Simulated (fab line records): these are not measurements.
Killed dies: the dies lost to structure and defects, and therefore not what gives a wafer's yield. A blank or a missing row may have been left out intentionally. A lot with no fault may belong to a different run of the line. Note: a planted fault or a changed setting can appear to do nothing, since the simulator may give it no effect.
Matching of chambers :: flow n5Finfet :: rieDiel-04 running N5_BEOL_M7_ETCH_65: 4 sister chambers
The step etches SiARC in CF4, target depth 15.6 nm, time 26 s. 4 wafers are shown with their chamber, then 10 later ones without.

WAFERS WITH THEIR CHAMBER
wafer: L095.1
chamber: 0
showerheadPlenumPTorr (Torr): 2.19

wafer: L095.3
chamber: 2
showerheadPlenumPTorr (Torr): 2.19

wafer: L095.4
chamber: 3
showerheadPlenumPTorr (Torr): 2.03

wafer: L095.5
chamber: 1
showerheadPlenumPTorr (Torr): 2.07

WAFERS WHOSE CHAMBER IS MISSING
wafer: L095.6
showerheadPlenumPTorr (Torr): 2.19

wafer: L094.2
showerheadPlenumPTorr (Torr): 2.07

wafer: L094.3
showerheadPlenumPTorr (Torr): 2.19

wafer: L094.5
showerheadPlenumPTorr (Torr): 2.07

wafer: L097.1
showerheadPlenumPTorr (Torr): 2.18

wafer: L097.2
showerheadPlenumPTorr (Torr): 2.19

wafer: L097.3
showerheadPlenumPTorr (Torr): 2.03

wafer: L096.3
showerheadPlenumPTorr (Torr): 2.18

wafer: L096.4
showerheadPlenumPTorr (Torr): 2.19

wafer: L096.5
showerheadPlenumPTorr (Torr): 2.18

WHICH CHAMBER EACH WENT THROUGH
wafer: L095.6
from the rows above: can't be placed: 0 or 2
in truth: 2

wafer: L094.2
from the rows above: 1
in truth: 1

wafer: L094.3
from the rows above: can't be placed: 0 or 2
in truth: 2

wafer: L094.5
from the rows above: 1
in truth: 1

wafer: L097.1
from the rows above: can't be placed: 0 or 2
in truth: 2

wafer: L097.2
from the rows above: can't be placed: 0 or 2
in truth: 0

wafer: L097.3
from the rows above: 3
in truth: 3

wafer: L096.3
from the rows above: can't be placed: 0 or 2
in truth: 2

wafer: L096.4
from the rows above: can't be placed: 0 or 2
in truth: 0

wafer: L096.5
from the rows above: can't be placed: 0 or 2
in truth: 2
Placed correctly: 3 of 10. Cannot be placed on the basis of these rows: 7; the candidates contain the true chamber in 7. Placed wrongly: 0.
How it was worked out, from the rows above alone: a wafer's distance from a chamber is the root of the sum, over the readings, of the square of ((its reading less the chamber's mean) divided by the reading's scatter). If the next closest chamber is less than 2 further off than the closest, the wafer can't be placed; otherwise it belongs to the closest. The mean given for a chamber averages the wafers shown for that chamber. The scatter: root of mean squared gap, hidden wafer to nearest shown wafer, with one shown wafer a chamber.
